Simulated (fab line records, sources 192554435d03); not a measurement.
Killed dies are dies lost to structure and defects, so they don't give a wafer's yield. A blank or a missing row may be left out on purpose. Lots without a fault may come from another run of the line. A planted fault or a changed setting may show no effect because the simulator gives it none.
fab line records | flow n5_finfet
record lots=4 wafers=12 last_day=16
route steps=1938 shown SD_EPI_N@276 SD_EPI_P@295 BEOL_M4@1111 PASSIVATION@1936
lots that met no fault: from a run of the same line without faults
start_h: hours from the record's first day to the start of the lot's first wafer shown | wait_h: hours since the lot's step before | " the same as in the row above | L1.1+2: a row that stands for several wafers | - no value, or no start given | * or withheld: withheld | < > ~ a bound
route shown NAME@n: a module of which the file shows steps, and the number in the route of the first | usual: mean/standard deviation of fault-free wafers | same: alike in all rows | chamber/n: place in a boat | sites: the reading at each site | _std_site: their standard deviation | _edge_site: outer sites' mean less inner sites' | radius_mm: how far each site lies from the wafer's centre | mask NAME#n: copy n | behind: the tool/chamber that last shaped the wafer | hold: why the lot was held/for how many hours/how that ended | device: the transistor (n, p or np) that didn't switch | end of line: the same wafers' tests at the end of the route | a step without rows: its recipe alone | killed: dies lost to structure and defects at the first sort, not the wafer's yield | map: a wafer's dies, x killed, . not, _ none there
set.NAME: the setting as run; set.NAME@STEP: as run at that earlier step | model.NAME: the simulator's own value behind a step, which no gauge read
lots at some steps of the route; a table a step, a row a wafer
services: from which hour (start_h, from the record's first day; less than 0 if before it) a tool's chamber was out of use, for how many hours, and why
## steps
# step N5_SD_EPI_N_STRIP_36
# recipe chemistry=N2/H2 temp_c=40 n2_flow_sccm=200 h2_flow_sccm=200 rf_frequency_hz=6e+07
# step N5_SD_EPI_N_ETCHBACK_44
# recipe chemistry=CH3F/O2 mode=anisotropic_etchback target=SiNx target_depth_a=145 stop_on=SiO2 over_etch_frac=0.3 ion_energy_ev=120 pressure_mtorr=30 source_w=395 bias_w=73 Ar_flow_sccm=150 CH3F_flow_sccm=30 O2_flow_sccm=20
# step N5_SD_EPI_N_ETCH_45
# recipe chemistry=CH3F/O2 target=SiOCN target_depth_a=60 mask_material=SOC ion_energy_ev=60 bias_w=29 pressure_mtorr=15 source_w=410 Ar_flow_sccm=150 CH3F_flow_sccm=30 O2_flow_sccm=20
# step N5_SD_EPI_N_ETCH_16
# recipe chemistry=CHF3/O2 target=SiO2 target_depth_a=50 mask_material=SOC pressure_mtorr=30 source_w=650 bias_w=170 Ar_flow_sccm=200 CHF3_flow_sccm=50 O2_flow_sccm=5 ion_energy_ev=200
# step N5_SD_EPI_N_STRIP_47
# recipe chemistry=CHF3/O2 resist=SiARC rf_frequency_hz=6e+07
# step N5_SD_EPI_N_SD_RECESS_17
# recipe chemistry=HBr/Cl2/O2 target_depth_a=410 mask_material=SOC time_s=23.7 bt_time_s=3 pressure_mtorr=10 icp_w=800 bias_w=112 HBr_flow_sccm=150 Cl2_flow_sccm=80 O2_flow_sccm=12
# step N5_SD_EPI_N_STRIP_38
# recipe chemistry=N2/H2 power_w=1000 temp_c=250 h2_frac=0.65 overash_fraction=0.3 pressure_mtorr=withheld n2_flow_sccm=1750 h2_flow_sccm=3250
# step N5_SD_EPI_N_WET_ETCH_43
# recipe chemistry=dHF dilution=withheld time_s=14 target=SiO2 target_depth_a=15 temp_c=25
# step N5_SD_EPI_N_STRIP_18
# recipe chemistry=SPM time_s=750 temp_c=130 h2so4_h2o2_vol_ratio=4
# step N5_SD_EPI_N_SRD_20
# recipe dry=ipa_marangoni do_ppb=5 time_s=30 temp_c=23 rinse_liquid=diw
# step N5_SD_EPI_N_PRECLEAN_48
# recipe chemistry=NF3:NH3 afs_cycles=2 temp_c=30 time_s=20 sublimation_temp_c=180 sublimation_time_s=60 pressure_torr=3 rf_power_w=30
# step N5_SD_EPI_N_VAPOR_ETCH_50
# recipe chemistry=HCl target=Si temp_c=775 time_s=54 pressure_torr=20 mode=isotropic
# step N5_SD_EPI_N_EPI_21
# recipe material=Si:P dopant=P temp_c=680 pressure_torr=255 time_s=690
# usual lamp_inner_pct=16.0/1.1
# columns lot.wafer tool chamber start_h wait_h lamp_inner_pct
L899.3 epi_rpcvd-04 0 76.11 0.7 15.4
L899.4 " 0 " " 15.6
L899.5 " 0 " " 15.5
L910.1 epi_rpcvd-04 0 151.09 0.1 15.5
L910.2 " 0 " " 15.3
L910.5 " 0 " " 15.4
L914.2 epi_rpcvd-04 0 165.06 0.5 15.4
L914.5 " 0 166.18 1.5 15.3
L914.6 " 0 " " 15.4
L915.1 epi_rpcvd-03 0 171.05 0.2 15.3
L915.4 " 0 172.17 1.2 15.1
L915.6 " 0 " " 15.4
# step N5_SD_EPI_N_PRECLEAN_24
# recipe chemistry=O3/DIW time_s=60 temp_c=22 o3_ppm=10
# step N5_SD_EPI_N_SRD_25
# recipe time_s=30 temp_c=23 rinse_liquid=diw dry=ipa_marangoni
# step N5_SD_EPI_N_PRECLEAN_49
# recipe chemistry=NF3:NH3 afs_cycles=1 temp_c=30 time_s=20 sublimation_temp_c=180 sublimation_time_s=60 pressure_torr=3 rf_power_w=30
# step N5_SD_EPI_N_LINER_46
# recipe material=SiNx target_thk_a=30 temp_c=400 ald_precursor_family=SiH2I2 ald_co_reactant=N2/H2-plasma pressure_torr=2
# step N5_SD_EPI_N_INSPECT_26
# recipe inspect_instrument=darkfield mode=post_epi
# usual raw_defect_count=214/39
# columns lot.wafer tool chamber start_h wait_h raw_defect_count
L899.3 defect_inspect-01 - 78.59 0.1 174
L899.4 " - " " 174
L899.5 " - " " 213
L910.1 defect_inspect-01 - 153.64 0.1 858
L910.2 " - " " 911
L910.5 " - " " 987
L914.2 defect_inspect-02 - 167.54 0.1 914
L914.5 " - " " 826
L914.6 " - " " 911
L915.1 defect_inspect-01 - 173.93 0.1 185
L915.4 " - " " 205
L915.6 " - " " 209
# step N5_SD_EPI_P_COAT_34
# recipe resist=SOC temp_c=250 time_s=60 spin_rpm=1500 resist_thk_nm=350
# step N5_SD_EPI_P_COAT_35
# recipe resist=SiARC temp_c=220 time_s=60 spin_rpm=1500 resist_thk_nm=35
# step N5_SD_EPI_P_COAT_03
# recipe resist=CAR-ArF-block spin_rpm=1500 resist_thk_nm=150
# step N5_SD_EPI_P_EBR_05
# recipe solvent=PGMEA ebr_width_mm=1.5
# step N5_SD_EPI_P_SOFTBAKE_04
# recipe temp_c=110 time_s=60 resist=CAR-ArF-block
# step N5_SD_EPI_P_EXPOSE_06
# recipe mask_id=SD_P_BLK na=1.35 source_shape=conventional sigma_outer=0.8 polarization=unpolarized target_cd_nm=240 dose_mj=39.5
# step N5_SD_EPI_P_PEB_07
# recipe peb_temp_c=110 peb_time_s=60 resist=CAR-ArF-block
# step N5_SD_EPI_P_DEVELOP_08
# recipe develop_time_s=30 developer=TMAH resist=CAR-ArF-block dev_temp_c=23 rinse_liquid=diw dry=air_spin
# step N5_SD_EPI_P_INSPECT_11
# recipe mode=adi inspect_instrument=macro
# usual raw_defect_count=2.2/1.5
# columns lot.wafer tool chamber start_h wait_h raw_defect_count
L899.3 defect_inspect-01 - 79.04 0.0 0
L899.4 " - " " 5
L899.5 " - " " 3
L910.1 defect_inspect-01 - 154.10 0.0 >300
L910.2 " - " " >300
L910.5 " - " " >300
L914.2 defect_inspect-01 - 168.00 0.0 >300
L914.5 " - " " >300
L914.6 " - " " >300
L915.1 defect_inspect-02 - 174.38 0.0 1
L915.4 " - " " 1
L915.6 " - " " 2
# step N5_SD_EPI_P_DESCUM_14
# recipe chemistry=O2 time_s=7.9 source_power_w=50 bias_power_w=20 pressure_mtorr=20 rf_frequency_hz=2.712e+07 temp_c=40 resist=CAR-ArF-block o2_flow_sccm=225
# step N5_SD_EPI_P_ETCH_36
# recipe chemistry=CF4 target=SiARC target_depth_a=455 mask_material=CAR-ArF-block time_s=75.8 ion_energy_ev=80 pressure_mtorr=40 source_w=545 bias_w=36 Ar_flow_sccm=100 cf4_flow_sccm=100 ends=cleared
# step N5_SD_EPI_P_ETCH_37
# recipe chemistry=N2/H2 target=SOC overetch_a=1080 mask_material=SiARC temp_c=40 ion_energy_ev=100 source_w=3000 bias_w=133 pressure_mtorr=20 time_s=486 n2_flow_sccm=200 h2_flow_sccm=200 ends=end_point
# step N5_SD_EPI_P_STRIP_38
# recipe chemistry=N2/H2 temp_c=40 n2_flow_sccm=200 h2_flow_sccm=200 rf_frequency_hz=6e+07
# step N5_SD_EPI_P_ETCHBACK_46
# recipe chemistry=CH3F/O2 mode=anisotropic_etchback target=SiNx target_depth_a=175 stop_on=SiO2 over_etch_frac=0.3 ion_energy_ev=120 pressure_mtorr=30 source_w=395 bias_w=73 Ar_flow_sccm=150 CH3F_flow_sccm=30 O2_flow_sccm=20
# step N5_SD_EPI_P_ETCH_47
# recipe chemistry=CH3F/O2 target=SiOCN target_depth_a=250 mask_material=SOC ion_energy_ev=60 bias_w=29 pressure_mtorr=30 source_w=410 Ar_flow_sccm=150 CH3F_flow_sccm=30 O2_flow_sccm=20
# step N5_SD_EPI_P_ETCH_16
# recipe chemistry=CHF3/O2 target=SiO2 target_depth_a=50 mask_material=SOC pressure_mtorr=30 source_w=650 bias_w=170 Ar_flow_sccm=200 CHF3_flow_sccm=50 O2_flow_sccm=5 ion_energy_ev=200
# step N5_SD_EPI_P_STRIP_50
# recipe chemistry=CHF3/O2 resist=SiARC rf_frequency_hz=6e+07
# step N5_SD_EPI_P_SD_RECESS_17
# recipe chemistry=HBr/Cl2/O2 target_depth_a=391 bt_time_s=3 pressure_mtorr=10 icp_w=800 bias_w=112 HBr_flow_sccm=150 Cl2_flow_sccm=80 O2_flow_sccm=12
# step N5_SD_EPI_P_WET_ETCH_45
# recipe chemistry=dHF dilution=withheld time_s=10.7 target=SiO2 target_depth_a=20 temp_c=25 dry=ipa_marangoni rinse_time_s=30 rinse_temp_c=23
# step N5_SD_EPI_P_STRIP_40
# recipe chemistry=N2/H2 power_w=1000 temp_c=250 h2_frac=0.65 overash_fraction=0.3 pressure_mtorr=withheld n2_flow_sccm=1750 h2_flow_sccm=3250
# step N5_SD_EPI_P_PRECLEAN_52
# recipe chemistry=O3/DIW time_s=60 temp_c=22 o3_ppm=10
# step N5_SD_EPI_P_INSPECT_26
# recipe inspect_instrument=darkfield mode=post_epi
# usual raw_defect_count=184/36
# columns lot.wafer tool chamber start_h wait_h raw_defect_count
L899.3 defect_inspect-01 - 82.80 0.0 169
L899.4 " - " " 224
L899.5 " - " " 170
L910.1 defect_inspect-02 - 158.98 0.0 826
L910.2 " - " " 899
L910.5 " - " " 909
L914.2 defect_inspect-01 - 172.59 0.0 859
L914.5 " - " " 781
L914.6 " - " " 886
L915.1 defect_inspect-02 - 178.98 0.0 166
L915.4 " - " " 172
L915.6 " - " " 140
# step N5_BEOL_M4_RC_MEAS_101
# usual DIBL_N=36.0/2 DIBL_P=35.9/2.5 IOFF_N=0.16/0.038 IOFF_P=0.21/0.04 ION_N=675/14 ION_P=462/9.4 SS_N=71.5/0.75 SS_P=73.2/0.74 VT_N=250/3.9 VT_P=-251/3.2
# columns lot.wafer tool chamber start_h wait_h DIBL_N[mV/V] DIBL_P[mV/V] IOFF_N[nA/um] IOFF_P[nA/um] ION_N[uA/um] ION_P[uA/um] SS_N[mV/dec] SS_P[mV/dec] VT_N[mV] VT_P[mV]
L899.3 prober-01 0 197.43 0.3 39.6 40.5 0.21 0.26 679 463 72.7 73.6 247 -250
L899.4 " 0 " " 35.5 36.5 0.13 0.19 644 446 70.8 73.6 255 -254
L899.5 " 0 " " 38.2 37.5 0.19 0.20 671 452 72.4 74.1 249 -255
L910.1 prober-01 0 267.94 0.0 36.5 35.5 0.16 0.18 661 451 71.1 72.7 249 -250
L910.2 " 0 " " 32.4 33.8 0.12 0.18 688 483 70.5 72.6 251 -251
L910.5 " 0 " " 35.1 36.1 0.15 0.20 675 463 70.7 72.5 248 -251
L914.2 prober-01 0 273.82 0.2 35.2 34.2 0.16 0.20 699 475 71.1 72.6 248 -249
L914.5 " 0 " " 36.8 36.5 0.20 0.26 703 484 71.5 74.2 244 -247
L914.6 " 0 " " 35.3 32.2 0.15 0.18 668 454 72.0 72.8 250 -251
L915.1 prober-01 0 276.56 0.0 35.5 36.7 0.14 0.21 681 474 70.7 73.0 253 -249
L915.4 " 0 " " 36.1 37.4 0.15 0.21 677 469 71.4 73.4 250 -250
L915.6 " 0 " " 34.8 36.1 0.13 0.19 671 464 71.2 73.0 255 -250
# step N5_PASSIVATION_PROBE_49
# usual defect_limited_yield=91.3/1.5 killed_at_M0_to_M3=33/12 killed_at_M4_up=15/5.2 killed_at_contacts=12/5.1 killed_at_front_end=39/11 killed_at_other=5/3.6 killed_dies=103/18 killed_on_rim=14/4.3 killed_open=67/13 killed_short=33/7.8 sort_bin_5_function=5.1/0.96 sort_bin_6_memory=3.2/0.71 sort_n_pass=1077/18 sort_yield_pct=91.3/1.5
# same gross_dies=1180 killed_at_back_side=0 sort_bin_4_leakage[%]=0 sort_bin_8_speed[%]=0
# columns lot.wafer tool chamber start_h wait_h defect_limited_yield[%] killed_at_M0_to_M3 killed_at_M4_up killed_at_contacts killed_at_front_end killed_at_other killed_dies killed_on_rim killed_open killed_short sort_bin_5_function[%] sort_bin_6_memory[%] sort_n_pass sort_yield_pct[%]
L899.3 prober-01 - 292.22 0.1 92.9 24 13 14 29 4 84 13 57 23 4.2 2.7 1096 92.9
L899.4 prober-01 - 292.27 0.2 92.5 17 14 15 39 3 88 11 55 29 4.5 2.5 1092 92.5
L899.5 prober-01 - 292.32 0.2 93.2 24 20 3 30 3 80 7 54 22 3.9 2.7 1100 93.2
L910.1 prober-02 - 366.13 0.0 84.4 44 11 11 117 1 184 33 66 30 9.3 4.3 996 84.4
L910.2 prober-02 - 366.18 0.1 84.8 34 9 14 114 8 179 31 62 30 9.8 3.6 1001 84.8
L910.5 prober-02 - 366.33 0.2 84.2 43 12 22 108 1 186 29 71 31 8.7 4.8 994 84.2
L914.2 prober-01 - 379.22 0.1 85.3 25 13 19 110 6 173 29 57 32 9.2 3.7 1007 85.3
L914.5 prober-01 - 379.37 0.2 84.7 42 5 15 111 7 180 31 66 31 9.7 3.4 1000 84.7
L914.6 prober-01 - 379.42 0.3 86.2 31 6 15 109 2 163 25 61 22 7.7 3.3 1017 86.2
L915.1 prober-02 - 379.33 0.0 92.8 19 25 15 25 1 85 6 59 25 4.1 2.8 1095 92.8
L915.4 prober-02 - 379.48 0.2 90.9 28 15 17 45 2 107 16 72 35 5.2 3.9 1073 90.9
L915.6 prober-02 - 379.58 0.3 92.7 34 12 14 26 0 86 10 60 25 4.9 2.3 1094 92.7
# killed by level:class
L899.3 BEOL_M1:geometric_particle:open=12 MOL_CONTACT_COAG:geometric_particle:open=9 FIN_SAQP:geometric_particle:open=8 MOL_CONTACT_COAG:geometric_particle:short=5 BEOL_M5:geometric_particle:open=5 DUMMY_GATE:geometric_particle:open=4 FIN_SAQP:geometric_particle:short=3 BEOL_M4:geometric_particle:open=3
L899.4 MOL_CONTACT_COAG:geometric_particle:open=12 FIN_SAQP:geometric_particle:open=11 FIN_SAQP:geometric_particle:short=7 STI_FIN_REVEAL:geometric_particle:open=7 BEOL_M4:geometric_particle:open=6 BEOL_M1:geometric_particle:open=5 MOL_CONTACT_COAG:geometric_particle:short=3 BEOL_M0_SAQP:geometric_particle:short=3
L899.5 FIN_SAQP:geometric_particle:open=8 BEOL_M5:geometric_particle:open=8 BEOL_M2:geometric_particle:open=6 FIN_SAQP:geometric_particle:short=5 BEOL_M1:geometric_particle:open=5 BEOL_M7:geometric_particle:open=5 BEOL_M3:geometric_particle:open=4 STI_FIN_REVEAL:geometric_particle:open=3
L910.1 SD_EPI_N:unspecified=86 BEOL_M3:geometric_particle:open=19 MOL_CONTACT_COAG:geometric_particle:open=7 BEOL_M0_SAQP:geometric_particle:open=7 BEOL_M1:geometric_particle:open=7 STI_FIN_REVEAL:geometric_particle:open=6 STARTING-WAFER:geometric_particle:open=5 FIN_SAQP:geometric_particle:short=4
L910.2 SD_EPI_N:unspecified=82 MOL_CONTACT_COAG:geometric_particle:open=12 BEOL_M3:geometric_particle:open=10 FIN_SAQP:geometric_particle:open=8 BEOL_M2:geometric_particle:open=8 STI_FIN_REVEAL:geometric_particle:open=6 FIN_SAQP:geometric_particle:short=4 BEOL_M3:geometric_particle:short=4
L910.5 SD_EPI_N:unspecified=81 MOL_CONTACT_COAG:geometric_particle:open=20 STI_FIN_REVEAL:geometric_particle:open=10 BEOL_M1:geometric_particle:open=9 BEOL_M3:geometric_particle:open=7 BEOL_M0_SAQP:geometric_particle:open=6 BEOL_M0_SAQP:geometric_particle:short=6 BEOL_M2:geometric_particle:open=5
L914.2 SD_EPI_N:unspecified=83 MOL_CONTACT_COAG:geometric_particle:open=15 BEOL_M0_SAQP:geometric_particle:short=9 BEOL_M0_SAQP:geometric_particle:open=9 STI_FIN_REVEAL:geometric_particle:open=7 GATE_CUT:geometric_particle:short=6 MOL_CONTACT_COAG:geometric_particle:short=4 BEOL_M4:geometric_particle:open=4
L915.1 MOL_CONTACT_COAG:geometric_particle:open=12 BEOL_M4:geometric_particle:open=10 GATE_CUT:geometric_particle:short=8 STI_FIN_REVEAL:geometric_particle:open=6 BEOL_M1:geometric_particle:open=6 BEOL_M2:geometric_particle:open=4 ILD0:geometric_particle:open=3 MOL_CONTACT_COAG:geometric_particle:short=3
L914.5 SD_EPI_N:unspecified=83 MOL_CONTACT_COAG:geometric_particle:open=11 BEOL_M2:geometric_particle:open=10 BEOL_M0_SAQP:geometric_particle:open=8 BEOL_M1:geometric_particle:open=8 STI_FIN_REVEAL:geometric_particle:open=7 BEOL_M2:geometric_particle:short=5 FIN_SAQP:geometric_particle:open=4
L914.6 SD_EPI_N:unspecified=80 MOL_CONTACT_COAG:geometric_particle:open=13 BEOL_M2:geometric_particle:open=12 GATE_CUT:geometric_particle:open=7 BEOL_M0_SAQP:geometric_particle:short=6 BEOL_M1:geometric_particle:open=6 GATE_CUT:geometric_particle:short=5 BEOL_M0_SAQP:geometric_particle:open=4
L915.4 MOL_CONTACT_COAG:geometric_particle:open=15 BEOL_M1:geometric_particle:open=14 BEOL_M4:geometric_particle:open=9 GATE_CUT:geometric_particle:short=8 FIN_SAQP:geometric_particle:short=6 STI_FIN_REVEAL:geometric_particle:open=6 STARTING-WAFER:geometric_particle:short=6 DUMMY_GATE:geometric_particle:open=5
L915.6 MOL_CONTACT_COAG:geometric_particle:open=13 BEOL_M2:geometric_particle:open=10 BEOL_M1:geometric_particle:open=9 BEOL_M0_SAQP:geometric_particle:open=7 BEOL_M4:geometric_particle:open=6 STARTING-WAFER:geometric_particle:short=6 DUMMY_GATE:geometric_particle:open=4 GATE_CUT:geometric_particle:short=4
# map L910.5 (x killed, . not)
_________________.....x......________________
______________.................._____________
___________x.......x............x..__________
__________x.........x....x....x....._________
________xxxx......................xx.._______
_______xxxxxx............x..x.x.......x______
______xxxxxxx.x....x.......x....xx......_____
_____xxxxxxxx.x..........................____
____xxxxxxxx............x.....x...........___
___xxxxxxxxxxx...x.........................__
___xxxxxxxxx.......x.....x..........x.....x__
__xxxxxxxx.xx.......x...xx...x....x........._
__xxxxxxxx.x..x..............x.............._
_...xxxxx............x.......x....x..x.....x.
_..x.x.x...............................x.....
_..........xx.......................x........
_.x.xx..x..................x.............x...
_................x.............x.x........x..
_x..........x..........x.......x.............
_....x...xx............xx..................x.
_.........xx.......x.x.x.x...................
__......x........................x....x....._
__........x...x.x...............xx.........._
___......x.x.x.....................x..xx...__
___...........x.....x.....x................__
____...............x......................___
_____............x.x..x..x..x..........x.____
______.................................._____
_______................x..x............______
________....x...xx...........x........_______
__________.x......x...........x....._________
___________........................__________
______________.....x.....x.xx..._____________
_________________............________________
# map L914.5 (x killed, . not)
_________________.........x..________________
______________......x..........._____________
___________xx...........x..........__________
__________...x......................_________
________xxx.xx.............x.........._______
_______xxxxxx.....x........xx...x.....x______
______xxxxxxxx..............xx........x._____
_____xxxxxxxx..x....x.......x............____
____xxxxxxxxxxx......x...................x___
___xxxxxxxxx..x..x.x...........x.......x...__
___xxxxxxxxxx...x.............x............__
__xxxxxxxxx....x.x.x................x......._
__xxxxxxxxx.x..x..............x..x.........._
_.x.x.xx.x..........x.x...x...............x..
_.x..x...............x.......x...............
_.x..x..x.......x.............x..............
_...............x........x....x...x.........x
_.x...x....x..................x..............
_.x....xx.....x.......x......................
_......x.......x......x....xx.........x.....x
_............................x..............x
__.............x....xx..............x......._
__...........x.............................._
___...........x....x...x......x............__
___............................x.......x...__
____..x...........................x...x...___
_____.x........x........xx......x.....x..____
______..............................x..._____
_______..........x.....................______
________......................x......x_______
__________..............x..........._________
___________.................x......__________
______________.x.......x........_____________
_________________...........x________________
## services
# columns tool chamber start_h hours kind
epi_rpcvd-03 - 94.09 1.0 repair
## key
first_sign step=N5_SD_EPI_N_INSPECT_26 reading=raw_defect_count direction=up sigmas=18 usual=214 struck=901
effect step=N5_SD_EPI_P_INSPECT_11 reading=raw_defect_count direction=up sigmas=99+ usual=2.2 struck=>300
effect step=N5_SD_EPI_P_INSPECT_26 reading=raw_defect_count direction=up sigmas=19 usual=184 struck=860
effect step=N5_PASSIVATION_PROBE_49 reading=killed_at_front_end direction=up sigmas=6.4 usual=39 struck=112
more_kills_born_at N5_SD_EPI_N_EPI_21@epi_rpcvd-04=495
met_at N5_SD_EPI_N_EPI_21
struck_wafers L910.1,L910.2,L910.5,L914.2,L914.5,L914.6
onset_between 76.11 151.09
fault kind=chamber_particle_source tool=epi_rpcvd-04 chamber=- onset_h=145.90 steps=N5_SD_EPI_N_EPI_21 rate_per_visit_cm2=1.0761 end_h=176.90
